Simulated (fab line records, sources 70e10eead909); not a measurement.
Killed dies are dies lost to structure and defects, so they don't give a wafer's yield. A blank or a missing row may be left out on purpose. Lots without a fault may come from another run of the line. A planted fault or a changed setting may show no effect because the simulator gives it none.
fab line records | flow nand_harc
record lots=24 wafers=72 last_day=34
route steps=1302 shown P_M2@330 P_BONDPAD@364 A_ZERO_WELL@411 A_SOURCE_PLATE@420 A_ONON_D1@437
lots that met no fault: from a run of the same line without faults
start_h: hours from the record's first day to the start of the lot's first wafer shown | wait_h: hours since the lot's step before | " the same as in the row above | L1.1+2: a row that stands for several wafers | - no value, or no start given | * or withheld: withheld | < > ~ a bound
route shown NAME@n: a module of which the file shows steps, and the number in the route of the first | usual: mean/standard deviation of fault-free wafers | same: alike in all rows | chamber/n: place in a boat | sites: the reading at each site | _std_site: their standard deviation | _edge_site: outer sites' mean less inner sites' | radius_mm: how far each site lies from the wafer's centre | mask NAME#n: copy n | behind: the tool/chamber that last shaped the wafer | hold: why the lot was held/for how many hours/how that ended | device: the transistor (n, p or np) that didn't switch | end of line: the same wafers' tests at the end of the route | a step without rows: its recipe alone | killed: dies lost to structure and defects at the first sort, not the wafer's yield | map: a wafer's dies, x killed, . not, _ none there
set.NAME: the setting as run; set.NAME@STEP: as run at that earlier step | model.NAME: the simulator's own value behind a step, which no gauge read
steps of the route over a sample of lots; a table a step, a row a wafer
services: from which hour (start_h, from the record's first day; less than 0 if before it) a tool's chamber was out of use, for how many hours, and why
## steps
# step NHARC_P_M2_INSPECT_11
# usual raw_defect_count=4.1/2.6
# columns lot.wafer tool chamber start_h wait_h raw_defect_count
L074.2 defect_inspect-02 - 133.78 0.0 7
L074.3 " - " " 5
L074.5 " - " " 5
L075.1 defect_inspect-02 - 141.80 0.0 6
L075.2 " - " " 9
L075.4 " - " " 11
L076.1 defect_inspect-01 - 153.40 0.0 5
L076.2 " - " " 5
L076.6 " - " " 3
L077.2 defect_inspect-02 - 157.75 0.0 2
L077.5 " - " " 5
L077.6 " - " " 4
L078.2 defect_inspect-02 - 172.96 0.0 8
L078.3 " - " " 11
L078.6 " - " " 3
L079.1 defect_inspect-01 - 180.83 0.0 5
L079.3 " - " " 4
L079.6 " - " " 5
L080.2 defect_inspect-02 - 192.59 0.0 4
L080.3 " - " " 7
L080.5 " - " " 1
L081.3 defect_inspect-01 - 206.26 0.0 2
L081.5 " - " " 1
L081.6 " - " " 4
L082.2 defect_inspect-02 - 207.03 0.0 3
L082.3 " - " " 1
L082.4 " - " " 1
L083.2 defect_inspect-01 - 225.71 0.0 4
L083.5 " - " " 1
L083.6 " - " " 3
L084.1 defect_inspect-01 - 232.18 0.0 7
L084.2 " - " " 2
L084.4 " - " " 2
L085.1 defect_inspect-01 - 241.25 0.0 5
L085.3 " - " " 0
L085.6 " - " " 3
L086.1 defect_inspect-02 - 260.25 0.0 2
L086.5 " - " " 4
L086.6 " - " " 5
L087.3 defect_inspect-02 - 264.14 0.0 4
L087.4 " - " " 3
L087.6 " - " " 2
L088.3 defect_inspect-02 - 274.11 0.0 10
L088.5 " - " " 6
L088.6 " - " " 7
L089.3 defect_inspect-02 - 284.02 0.0 5
L089.4 " - " " 2
L089.6 " - " " 1
L090.2 defect_inspect-01 - 295.79 0.0 4
L090.4 " - " " 4
L090.5 " - " " 14
L091.1 defect_inspect-01 - 297.14 0.0 2
L091.2 " - " " 1
L091.3 " - " " 4
L092.4 defect_inspect-02 - 308.91 0.0 1
L092.5 " - " " 5
L092.6 " - " " 3
L094.1 defect_inspect-02 - 324.46 0.0 2
L094.2 " - " " 2
L094.3 " - " " 4
L093.1 defect_inspect-01 - 325.91 0.0 2
L093.3 " - " " 4
L093.4 " - " " 5
L095.4 defect_inspect-01 - 337.73 0.0 7
L095.5 " - " " 7
L095.6 " - " " 1
L097.2 defect_inspect-01 - 367.81 0.0 5
L097.3 " - " " 2
L097.5 " - " " 1
L096.2 defect_inspect-01 - 368.73 0.0 5
L096.3 " - " " 3
L096.6 " - " " 3
# step NHARC_P_BONDPAD_CD_MEAS_09
# recipe target_cd_nm=500 landing_energy_ev=500
# usual cd_nm=500.4/2.1
# same landing_energy_ev=500
# columns lot.wafer tool chamber start_h wait_h cd_nm
L074.2 cd_sem-03 0 138.35 - 502.8
L074.3 " 0 " " 498.5
L074.5 " 0 " " 499.4
L075.1 cd_sem-03 0 146.35 - 501.4
L075.2 " 0 " " 501.3
L075.4 " 0 " " 497.7
L076.1 cd_sem-02 0 157.83 - 501.1
L076.2 " 0 " " 501.7
L076.6 " 0 " " 498.2
L077.2 cd_sem-02 0 162.16 - 497.0
L077.5 " 0 " " 497.1
L077.6 " 0 " " 500.1
L078.2 cd_sem-01 0 177.39 - 501.0
L078.3 " 0 " " 500.9
L078.6 " 0 " " 498.9
L079.1 cd_sem-01 0 185.26 - 500.9
L079.3 " 0 " " 499.2
L079.6 " 0 " " 502.2
L080.2 cd_sem-01 0 197.12 - 505.0
L080.3 " 0 " " 498.4
L080.5 " 0 " " 505.0
L081.3 cd_sem-01 0 210.73 - 499.7
L081.5 " 0 " " 501.6
L081.6 " 0 " " 498.2
L082.2 cd_sem-03 0 211.58 - 498.2
L082.3 " 0 " " 499.3
L082.4 " 0 " " 503.9
L083.2 cd_sem-02 0 230.22 - 499.3
L083.5 " 0 " " 497.4
L083.6 " 0 " " 497.4
L084.1 cd_sem-02 0 237.52 - 501.3
L084.2 " 0 " " 502.4
L084.4 " 0 " " 498.3
L085.1 cd_sem-01 0 245.66 - 499.0
L085.3 " 0 " " 497.4
L085.6 " 0 " " 500.8
L086.1 cd_sem-02 0 264.54 - 501.4
L086.5 " 0 " " 501.7
L086.6 " 0 " " 502.0
L087.3 cd_sem-03 0 268.56 - 499.4
L087.4 " 0 " " 499.1
L087.6 " 0 " " 501.3
L088.3 cd_sem-02 0 278.45 - 498.6
L088.5 " 0 " " 500.3
L088.6 " 0 " " 502.6
L089.3 cd_sem-02 0 288.31 - 502.6
L089.4 " 0 " " 501.1
L089.6 " 0 " " 501.6
L090.2 cd_sem-01 0 300.31 - 499.1
L090.4 " 0 " " 497.4
L090.5 " 0 " " 500.2
L091.1 cd_sem-02 0 301.53 - 498.6
L091.2 " 0 " " 500.3
L091.3 " 0 " " 500.1
L092.4 cd_sem-03 0 313.33 - 502.6
L092.5 " 0 " " 496.2
L092.6 " 0 " " 499.0
L094.1 cd_sem-03 0 328.83 - 500.9
L094.2 " 0 " " 501.8
L094.3 " 0 " " 500.0
L093.1 cd_sem-02 0 330.40 - 503.3
L093.3 " 0 " " 499.3
L093.4 " 0 " " 503.7
L095.4 cd_sem-03 0 342.05 - 500.1
L095.5 " 0 " " 497.9
L095.6 " 0 " " 502.1
L097.2 cd_sem-03 0 372.24 - 503.6
L097.3 " 0 " " 504.9
L097.5 " 0 " " 501.1
L096.2 cd_sem-03 0 373.11 - 497.4
L096.3 " 0 " " 496.7
L096.6 " 0 " " 498.9
# step NHARC_P_BONDPAD_ETCH_24
# recipe target_depth_a=300 over_etch_frac=0.3 time_s=72.99 ion_energy_ev=150 cf4_flow_sccm=50 n2_flow_sccm=100 ar_flow_sccm=150 rf_w=300 bias_w=100 chemistry=CF4/N2
# usual chamber_pressure_mTorr=29.997/0.026 drypump_motor_current_A=5.5/0.33 oes_product_au=0.997/0.0096 rf_vpp_V=314.7/2.1 showerhead_plenum_p_Torr=2.66/0.11 throttle_valve_pct=19.793/0.0094
# columns lot.wafer tool chamber start_h wait_h chamber_pressure_mTorr drypump_motor_current_A oes_product_au rf_hours_counter_h rf_vpp_V showerhead_plenum_p_Torr throttle_valve_pct
L074.2 rie_diel-12 3 139.13 0.1 29.995 5.2 1.021 2.1 313.8 2.61 19.788
L074.3 " 0 " " 29.990 5.7 0.984 2.3 317.8 2.75 19.782
L074.5 " 0 " " 29.935 5.7 0.998 - 315.1 2.75 19.780
L075.1 rie_diel-13 2 - - 29.930 5.7 1.001 4.8 310.0 2.48 19.797
L075.2 " 3 " " 30.031 5.8 0.993 5.3 315.6 2.81 19.804
L075.4 " 0 " " 29.979 5.1 0.982 4.8 314.2 2.65 19.798
L076.1 rie_diel-12 0 - - 29.999 5.7 0.991 3.7 316.8 2.75 19.791
L076.2 " 2 " " 29.989 5.7 0.992 3.2 316.0 2.78 19.801
L076.6 " 3 " " 30.042 5.1 1.013 - 314.2 2.61 19.788
L077.2 rie_diel-12 0 - - 29.998 5.6 0.998 4.1 316.6 2.75 19.790
L077.6 " 2 " " 30.006 5.7 0.998 - 317.5 2.78 19.795
L077.5 " 3 " " 30.012 5.1 1.005 - 313.3 2.61 19.793
L078.2 rie_diel-13 1 - - 30.005 5.4 0.994 0.2 316.3 2.82 19.780
L078.3 " 3 " " 30.019 5.8 0.998 0.2 317.0 2.81 19.796
L078.6 " 0 " " 30.017 5.1 0.992 - 314.1 2.65 19.789
L079.3 rie_diel-10 0 - - 29.978 5.9 0.992 6.5 317.2 2.73 19.793
L079.1 " 1 " " 30.019 5.8 0.984 7.2 311.6 2.51 19.781
L079.6 " 3 " " 30.010 5.7 1.009 - 313.1 2.55 19.783
L080.3 rie_diel-10 0 - - 29.982 5.9 1.001 7.4 317.2 2.73 19.781
L080.2 " 2 " " 30.014 5.5 1.011 7.7 314.7 2.60 19.803
L080.5 " 0 " " 29.999 5.9 0.998 - 316.9 2.73 19.811
L081.3 rie_diel-10 3 - - 30.033 5.7 1.005 6.9 311.8 2.55 19.793
L081.5 " 0 " " 30.009 5.9 0.988 - 318.1 2.73 19.782
L081.6 " 1 " " 30.011 5.8 0.985 - 311.7 2.51 19.787
L082.4 rie_diel-13 0 - - 29.990 5.1 0.998 0.6 315.6 2.65 19.794
L082.2 " 1 " " 29.943 5.4 1.006 0.7 318.1 2.82 19.777
L082.3 " 2 " " 29.974 5.7 0.991 0.8 313.2 2.48 19.805
L083.2 rie_diel-13 1 - - 29.990 5.4 1.006 1.2 316.4 2.82 19.795
L083.5 " 3 " " 29.951 5.8 1.008 - 317.3 2.81 19.783
L083.6 " 0 " " 29.984 5.1 0.995 - 315.5 2.65 19.795
L084.1 rie_diel-12 3 - - 29.986 5.2 0.999 7.5 314.2 2.61 19.798
L084.4 " 0 " " 30.041 5.7 0.974 7.6 315.4 2.75 19.792
L084.2 " 1 " " 30.036 4.7 0.990 7.7 314.5 2.68 19.795
L085.3 rie_diel-13 3 - - 29.982 5.8 0.980 1.7 317.6 2.81 19.790
L085.1 " 0 " " 29.986 5.1 0.996 1.6 313.0 2.65 19.801
L085.6 " 3 " " 30.027 5.8 1.003 - 318.0 2.81 19.787
L086.1 rie_diel-12 1 - - 29.999 4.7 0.991 9.6 315.0 2.68 19.786
L086.5 " 0 " " 29.982 5.7 0.980 - 315.7 2.75 19.803
L086.6 " 1 " " 29.996 4.7 0.996 - 315.2 2.67 19.776
L087.3 rie_diel-10 2 269.34 0.2 29.995 5.5 1.005 1.0 312.8 2.60 19.782
L087.4 " 2 " " 29.997 5.5 1.009 - 312.4 2.60 19.788
L087.6 " 0 " " 29.993 5.9 0.995 - 315.7 2.73 19.791
L088.3 rie_diel-13 1 - - 29.987 5.4 1.001 2.7 317.2 2.82 19.796
L088.6 " 0 " " 29.993 5.1 1.009 - 313.1 2.65 19.764
L088.5 " 1 " " 29.979 5.4 0.993 - 318.9 2.82 19.790
L089.4 rie_diel-10 3 - - 30.029 5.7 1.000 1.0 311.7 2.55 19.808
L089.3 " 0 " " 29.973 5.9 0.993 1.0 314.7 2.73 19.796
L089.6 " 2 " " 30.042 5.5 0.994 - 314.3 2.60 19.788
L090.2 rie_diel-10 3 - - 29.985 5.7 1.002 1.4 313.7 2.55 19.797
L090.4 " 1 " " 29.996 5.8 0.994 1.8 312.3 2.51 19.801
L090.5 " 3 " " 30.002 5.7 1.013 - 311.6 2.55 19.803
L091.1 rie_diel-10 0 - - 29.941 5.9 0.997 1.5 315.4 2.73 19.811
L091.3 " 2 " " 29.967 5.5 0.992 1.9 314.8 2.60 19.794
L091.2 " 3 " " 29.961 5.7 0.996 1.6 311.9 2.55 19.801
L092.4 rie_diel-10 3 - - 30.018 5.7 0.995 2.2 311.5 2.54 19.790
L092.5 " 2 " " 29.989 5.5 0.996 - 311.9 2.60 19.793
L092.6 " 3 " " 29.977 5.7 0.996 - 312.8 2.54 19.793
L094.3 rie_diel-13 2 329.62 0.2 29.977 5.7 1.017 4.7 312.8 2.48 19.790
L094.1 " 0 " " 30.052 5.1 1.001 4.3 313.6 2.64 19.794
L094.2 " 1 " " 30.031 5.4 0.998 4.8 316.6 2.82 19.789
L093.1 rie_diel-10 1 - - 30.053 5.8 0.982 3.9 312.8 2.51 19.803
L093.4 " 3 " " 30.009 5.7 0.989 3.0 312.7 2.54 19.799
L093.3 " 0 " " 29.982 5.9 0.989 3.0 314.7 2.73 19.797
L095.4 rie_diel-12 2 - - 29.965 5.7 1.003 2.8 317.1 2.78 19.784
L095.5 " 3 " " 29.988 5.2 0.984 - 312.5 2.61 19.801
L095.6 " 0 " " 29.988 5.7 0.989 - 314.1 2.75 19.807
L097.2 rie_diel-12 0 - - 30.018 5.7 0.983 4.5 315.9 2.75 19.792
L097.3 " 2 " " 29.957 5.8 0.988 4.7 318.3 2.78 19.800
L097.5 " 3 " " 30.010 5.1 0.996 - 313.0 2.61 19.784
L096.2 rie_diel-13 2 - - 30.010 5.7 0.991 0.4 311.7 2.48 19.791
L096.3 " 3 " " 29.969 5.8 0.990 0.5 316.6 2.80 19.813
L096.6 " 1 " " 30.006 5.4 0.990 - 318.4 2.82 19.812
# step NHARC_A_ZERO_WELL_RTA_16
# recipe temp_c=1000 time_s=10
# usual lamp_power_pct=29.4/2.1 wafer_temp_C_max=1004.7/1.1
# columns lot.wafer tool chamber start_h wait_h lamp_power_pct wafer_temp_C_max
L074.2 rtp_anneal-01 0 144.24 - 31.1 1005.7
L074.3 " 0 " " 31.0 1005.0
L074.5 " 0 " " 31.1 1006.5
L075.1 rtp_anneal-02 0 151.76 - 26.7 1003.3
L075.2 " 0 " " 26.8 1004.9
L075.4 " 0 " " 26.7 1004.3
L076.1 rtp_anneal-01 0 163.22 - 31.1 1004.8
L076.2 " 0 " " 31.1 1006.0
L076.6 " 0 " " 31.1 1005.0
L077.2 rtp_anneal-02 0 167.59 - 26.7 1005.5
L077.5 " 0 " " 26.7 1003.4
L077.6 " 0 " " 26.7 1004.0
L078.2 rtp_anneal-01 0 182.78 - 31.1 1004.5
L078.3 " 0 " " 31.0 1004.3
L078.6 " 0 " " 31.1 1002.9
L079.1 rtp_anneal-01 0 190.51 - 31.1 1003.3
L079.3 " 0 " " 31.1 1003.6
L079.6 " 0 " " 31.1 1004.7
L080.2 rtp_anneal-02 0 202.80 - 26.7 1004.3
L080.3 " 0 " " 26.7 1004.5
L080.5 " 0 " " 26.7 1004.5
L081.3 rtp_anneal-02 0 216.21 - 26.7 1005.2
L081.5 " 0 " " 26.7 1004.4
L081.6 " 0 " " 26.7 1005.3
L082.2 rtp_anneal-01 0 217.13 0.1 31.1 1005.0
L082.3 " 0 " " 31.1 1005.0
L082.4 " 0 " " 31.2 1005.3
L083.2 rtp_anneal-01 0 235.50 - 31.1 1003.8
L083.5 " 0 " " 31.1 1003.7
L083.6 " 0 " " 31.0 1005.5
L084.1 rtp_anneal-01 0 242.88 - 31.1 1006.3
L084.2 " 0 " " 31.1 1005.9
L084.4 " 0 " " 31.1 1007.7
L085.1 rtp_anneal-02 0 250.98 - 26.7 1004.4
L085.3 " 0 " " 26.7 1003.7
L085.6 " 0 " " 26.7 1004.6
L086.1 rtp_anneal-01 0 269.78 - 31.1 1004.4
L086.5 " 0 " " 31.2 1003.8
L086.6 " 0 " " 31.1 1006.2
L087.3 rtp_anneal-02 0 274.01 - 26.7 1005.6
L087.4 " 0 " " 26.7 1007.0
L087.6 " 0 " " 26.8 1003.5
L088.3 rtp_anneal-01 0 283.75 - 31.1 1004.7
L088.5 " 0 " " 31.1 1003.4
L088.6 " 0 " " 31.1 1004.6
L089.3 rtp_anneal-02 0 293.86 - 26.7 1002.7
L089.4 " 0 " " 26.7 1005.3
L089.6 " 0 " " 26.7 1004.0
L090.2 rtp_anneal-01 0 305.70 - 31.2 1005.1
L090.4 " 0 " " 31.1 1004.1
L090.5 " 0 " " 31.2 1004.9
L091.1 rtp_anneal-01 0 306.76 - 31.1 1003.2
L091.2 " 0 " " 31.0 1005.2
L091.3 " 0 " " 31.1 1006.3
L092.4 rtp_anneal-01 0 318.65 - 31.0 1005.7
L092.5 " 0 " " 31.1 1004.9
L092.6 " 0 " " 31.1 1005.1
L094.1 rtp_anneal-01 0 334.13 - 31.1 1006.4
L094.2 " 0 " " 31.1 1004.1
L094.3 " 0 " " 31.1 1005.2
L093.1 rtp_anneal-01 0 335.74 - 31.2 1003.7
L093.3 " 0 " " 31.2 1003.6
L093.4 " 0 " " 31.1 1004.1
L095.4 rtp_anneal-01 0 347.66 - 31.1 1007.2
L095.5 " 0 " " 31.0 1005.0
L095.6 " 0 " " 31.0 1004.0
L097.2 rtp_anneal-02 0 377.80 - 26.6 1004.8
L097.3 " 0 " " 26.7 1004.1
L097.5 " 0 " " 26.7 1005.9
L096.2 rtp_anneal-02 0 378.62 - 26.7 1003.6
L096.3 " 0 " " 26.7 1005.1
L096.6 " 0 " " 26.7 1004.1
# step NHARC_A_SOURCE_PLATE_THK_MEAS_06
# recipe thk_meas_gauge=ellipsometry
# usual thk_nm=200.4/2.2
# columns lot.wafer tool chamber start_h wait_h thk_nm
L074.2 film_metro-02 - 164.06 0.4 199.3
L074.3 " - " " 197.2
L074.5 " - " " 199.2
L075.1 film_metro-01 - 171.85 0.4 202.0
L075.2 " - " " 205.1
L075.4 " - " " 204.0
L076.1 film_metro-01 - 183.71 0.4 196.5
L076.2 " - " " 198.5
L076.6 " - " " 199.3
L077.2 film_metro-02 - 187.61 0.4 198.7
L077.5 " - " " 200.7
L077.6 " - " " 202.5
L078.2 film_metro-01 - 203.72 0.4 202.6
L078.3 " - " " 201.1
L078.6 " - " " 199.3
L079.1 film_metro-02 - 210.63 0.4 201.5
L079.3 " - " " 201.1
L079.6 " - " " 202.5
L080.2 film_metro-02 - 226.79 0.4 204.0
L080.3 " - " " 204.9
L080.5 " - " " 205.4
L082.2 film_metro-01 - 240.15 0.4 202.5
L082.3 " - " " 203.7
L082.4 " - " " 199.6
L081.3 film_metro-02 - 240.15 0.4 203.5
L081.5 " - " " 200.6
L081.6 " - " " 202.4
L083.2 film_metro-02 - 255.59 0.4 199.4
L083.5 " - " " 199.1
L083.6 " - " " 197.9
L084.1 film_metro-02 - 262.56 0.4 199.4
L084.2 " - " " 201.2
L084.4 " - " " 199.6
L085.1 film_metro-02 - 271.65 0.4 196.1
L085.3 " - " " 200.1
L085.6 " - " " 200.7
L086.1 film_metro-01 - 290.00 0.4 196.7
L086.5 " - " " 197.2
L086.6 " - " " 195.5
L087.3 film_metro-02 - 293.87 0.4 200.2
L087.4 " - " " 199.0
L087.6 " - " " 198.7
L088.3 film_metro-02 - 304.40 0.4 199.7
L088.5 " - " " 201.2
L088.6 " - " " 202.2
L089.3 film_metro-02 - 317.52 0.4 200.9
L089.4 " - " " 201.3
L089.6 " - " " 197.0
L091.1 film_metro-01 - 328.58 0.4 198.7
L091.2 " - " " 200.0
L091.3 " - " " 197.9
L090.2 film_metro-02 - 328.58 0.4 201.8
L090.4 " - " " 201.4
L090.5 " - " " 199.4
L092.4 film_metro-02 - 338.57 0.4 198.9
L092.5 " - " " 201.6
L092.6 " - " " 200.3
L094.1 film_metro-01 - 355.76 0.4 200.2
L094.2 " - " " 197.3
L094.3 " - " " 199.2
L093.1 film_metro-02 - 355.76 0.4 198.7
L093.3 " - " " 196.1
L093.4 " - " " 197.9
L095.4 film_metro-02 - 368.02 0.4 198.4
L095.5 " - " " 196.5
L095.6 " - " " 198.3
L097.2 film_metro-02 - 397.86 0.4 205.0
L097.3 " - " " 203.1
L097.5 " - " " 203.4
L096.2 film_metro-01 - 397.86 0.4 203.3
L096.3 " - " " 203.5
L096.6 " - " " 202.6
# step NHARC_A_ONON_D1_THK_MEAS_18
# recipe thk_meas_gauge=ellipsometry
# usual thk_nm=1001/10
# columns lot.wafer tool chamber start_h wait_h thk_nm
L074.2 film_metro-01 - 175.07 - 997
L074.3 " - " " 995
L074.5 " - " " 996
L075.1 film_metro-02 - 182.38 - 992
L075.2 " - " " 994
L075.4 " - " " 993
L076.1 film_metro-01 - 195.02 - 1004
L076.2 " - " " 1001
L076.6 " - " " 1002
L077.2 film_metro-02 - 195.02 - 979
L077.5 " - " " 978
L077.6 " - " " 978
L078.2 film_metro-01 - 214.64 - 998
L078.3 " - " " 999
L078.6 " - " " 999
L079.1 film_metro-02 - 221.81 - 1008
L079.3 " - " " 1010
L079.6 " - " " 1008
L080.2 film_metro-01 - 237.56 - 1006
L080.3 " - " " 1005
L080.5 " - " " 1006
L082.2 film_metro-02 - 252.22 - 1006
L082.3 " - " " 1004
L082.4 " - " " 1005
L081.3 film_metro-01 - 252.23 - 1005
L081.5 " - " " 1006
L081.6 " - " " 1006
L083.2 film_metro-02 - 266.58 - 1006
L083.5 " - " " 1008
L083.6 " - " " 1007
L084.1 film_metro-01 - 273.22 - 993
L084.2 " - " " 993
L084.4 " - " " 993
L085.1 film_metro-01 - 283.07 - 1026
L085.3 " - " " 1026
L085.6 " - " " 1028
L086.1 film_metro-02 - 302.44 - 982
L086.5 " - " " 980
L086.6 " - " " 981
L087.3 film_metro-01 - 302.44 - 1010
L087.4 " - " " 1009
L087.6 " - " " 1009
L088.3 film_metro-01 - 315.08 - 998
L088.5 " - " " 998
L088.6 " - " " 996
L089.3 film_metro-01 - 329.04 - 987
L089.4 " - " " 987
L089.6 " - " " 988
L090.2 film_metro-01 - 339.58 - 999
L090.4 " - " " 1000
L090.5 " - " " 999
L091.1 film_metro-02 - 339.59 - 1007
L091.2 " - " " 1007
L091.3 " - " " 1005
L092.4 film_metro-01 - 349.13 - 996
L092.5 " - " " 996
L092.6 " - " " 995
L093.1 film_metro-01 - 366.53 - 1009
L093.3 " - " " 1009
L093.4 " - " " 1009
L094.1 film_metro-02 - 366.53 - 1003
L094.2 " - " " 1000
L094.3 " - " " 1000
L095.4 film_metro-01 - 381.17 - 995
L095.5 " - " " 995
L095.6 " - " " 994
L096.2 film_metro-01 - 409.72 - 1010
L096.3 " - " " 1009
L096.6 " - " " 1009
L097.2 film_metro-02 - 409.73 - 1008
L097.3 " - " " 1009
L097.5 " - " " 1006
## services
# columns tool chamber start_h hours kind
rie_diel-10 0 123.53 - clean
rie_diel-10 1 123.53 - clean
rie_diel-10 2 123.53 - clean
rie_diel-10 3 123.53 - clean
rie_diel-13 2 126.40 2.8 repair
rie_diel-12 2 138.24 9.5 repair
rie_diel-10 0 148.03 - clean
rie_diel-10 1 148.03 - clean
rie_diel-10 2 148.03 - clean
rie_diel-10 3 148.03 - clean
rie_diel-13 - 165.00 9.0 pm
rie_diel-10 0 172.53 - clean
rie_diel-10 1 172.53 - clean
rie_diel-12 0 172.67 4.4 repair
rie_diel-13 0 185.63 3.0 repair
rie_diel-12 0 207.20 2.0 repair
rie_diel-13 - 233.71 4.9 repair
rie_diel-10 - 242.50 9.0 pm
rie_diel-10 0 263.36 3.4 repair
rie_diel-10 3 264.92 4.9 repair
rie_diel-12 - 268.40 9.0 pm
rie_diel-13 0 307.03 15.5 repair
rie_diel-13 - 342.00 9.0 pm
rtp_anneal-01 - 372.00 12.0 pm
## key
fault none
